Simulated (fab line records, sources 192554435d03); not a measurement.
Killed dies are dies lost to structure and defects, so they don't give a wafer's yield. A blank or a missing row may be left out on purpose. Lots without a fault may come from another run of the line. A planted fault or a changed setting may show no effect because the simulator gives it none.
Problem report in the 8D (eight disciplines) form, filled by code | flow n5_finfet | the parts of the form that need people (team, actions taken, sign-off) are left out

1. THE PROBLEM
HMC_CMP_THK at N5_PMOS_HMC_CHANNEL_EPI_THK_MEAS_22 reads a mean of 36.6 nm on 3 wafers of 2 lots; wafers without a fault read 54.0 nm with a standard deviation of 0.46. That is -38 standard deviations from the usual mean.
First seen on wafer L606.2, day 5 07:36, on film_metro-01. The record holds 40 wafers of 14 lots with a number at this step. Rule for "out", or "out of limits": more than 4 standard deviations from the usual mean. The other wafers with a number count as sound.

2. WHAT IT IS AND WHAT IT IS NOT
question                    | is                     | is not
which readings at this step | HMC_CMP_THK            | -
which lots                  | L606, L607             | L592, L593, L594, L595, L596, L597, L604, L611, L612, L613, L614, L615
which wafers of those lots  | L606.2, L606.3, L607.1 | L606.6
read on which gauges        | film_metro-01          | film_metro-02
when                        | from day 5 07:36       | up to then (22 sound wafers); but 15 sound wafers of L611, L612, L613, L614, L615 came after

3. SUSPECTS, AND WHAT RULES EACH OUT
Counting: a tool at a process step up to the reading stays a suspect if it ran every lot that is out. Sound lots after the first of them don't rule it out here, since some wafers of a struck lot are sound.
- the gauge at N5_PMOS_HMC_CHANNEL_EPI_THK_MEAS_22: ruled out. All the wafers that are out were read on film_metro-01, but those of them that N5_BEOL_M4_RC_MEAS_101 has rows for are out there too, on other tools.
- rie_diel-04 at N5_PMOS_HMC_CHANNEL_EPI_STRIP_33 (strips in N2/H2): kept. It ran every lot that is out, first L606 (day 5 05:29); its last sound lot up to then is L604 (day 4 17:53).
- epi_rpcvd-02 at N5_PMOS_HMC_CHANNEL_EPI_EPI_20 (deposits SiGe30, target thk 59 nm): kept. It ran every lot that is out, first L606 (day 5 06:10); its last sound lot up to then is L604 (day 4 18:47).
- Within rie_diel-04 at N5_PMOS_HMC_CHANNEL_EPI_STRIP_33: the wafers that are out ran in chambers 0, 1, 2; their sound lot-mates ran in chamber 3.
Left after counting: rie_diel-04 at N5_PMOS_HMC_CHANNEL_EPI_STRIP_33, epi_rpcvd-02 at N5_PMOS_HMC_CHANNEL_EPI_EPI_20.

4. THE CAUSE (what the simulator had put in)
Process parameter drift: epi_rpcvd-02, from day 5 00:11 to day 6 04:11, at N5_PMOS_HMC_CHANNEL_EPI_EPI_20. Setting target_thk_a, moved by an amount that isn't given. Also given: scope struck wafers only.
Counting left 2 suspects, and this tool is among them.

5. THE CHAIN OF EFFECTS, in route order
Each row: a reading whose mean over the struck wafers that have a number lies more than 3 standard deviations from the usual. Only readings for which the record gives a usual standard deviation are gone through. hours: the time from each lot's start at the first step in this table that gives one to its start at this step, as a median over the lots. sigmas: the change in usual standard deviations.
hours | step                                | reading     | usual          | on struck wafers | change    | sigmas
0     | N5_PMOS_HMC_CHANNEL_EPI_THK_MEAS_22 | HMC_CMP_THK | 54.0 nm        | 36.6             | -17.4     | -38
161   | N5_BEOL_M4_RC_MEAS_101              | CJ_P        | 5.79           | 3.94             | -1.85     | -17
161   | N5_BEOL_M4_RC_MEAS_101              | DIBL_P      | 35.8 mV/V      | 159.6            | +123.8    | +77
161   | N5_BEOL_M4_RC_MEAS_101              | IOFF_P      | 0.204 nA/um    | 71.681           | +71.477   | +99 or more
161   | N5_BEOL_M4_RC_MEAS_101              | IOFF_P_85C  | 3.6 nA/um      | 480.0            | +476.4    | +99 or more
161   | N5_BEOL_M4_RC_MEAS_101              | IOFF_P_LIN  | 0.099 nA/um    | 0.850            | +0.751    | +68
161   | N5_BEOL_M4_RC_MEAS_101              | IOFF_P_LONG | 0.000107 nA/um | 0.000061         | -0.000046 | -5.8
161   | N5_BEOL_M4_RC_MEAS_101              | ION_P       | 461 uA/um      | 323              | -138      | -22
161   | N5_BEOL_M4_RC_MEAS_101              | REXT_P      | 101.1 ohm.um   | 123.8            | +22.7     | +9.9
161   | N5_BEOL_M4_RC_MEAS_101              | RS_NWELL    | 1038 ohm/sq    | 1074             | +36       | +5.0
161   | N5_BEOL_M4_RC_MEAS_101              | SS_P        | 73.1 mV/dec    | 152.3            | +79.2     | +99 or more
161   | N5_BEOL_M4_RC_MEAS_101              | VT_P_LONG   | -274.6 mV      | -287.8           | -13.2     | -4.7

6. WHAT WOULD HAVE CAUGHT IT SOONER
In this record the first reading out of limits at a measuring or inspecting step was taken at day 5 07:36, 7 hours after the fault began at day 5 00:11.
Of the tool readings at N5_PMOS_HMC_CHANNEL_EPI_EPI_20 for which the record gives a usual standard deviation, none was out on any struck wafer, so an alarm limit of 4 standard deviations on them would not have fired.
Of the lots that are out (2), L607 began N5_PMOS_HMC_CHANNEL_EPI_EPI_20 on epi_rpcvd-02 after day 5 07:36. A hold on the tool at that time would have spared it.
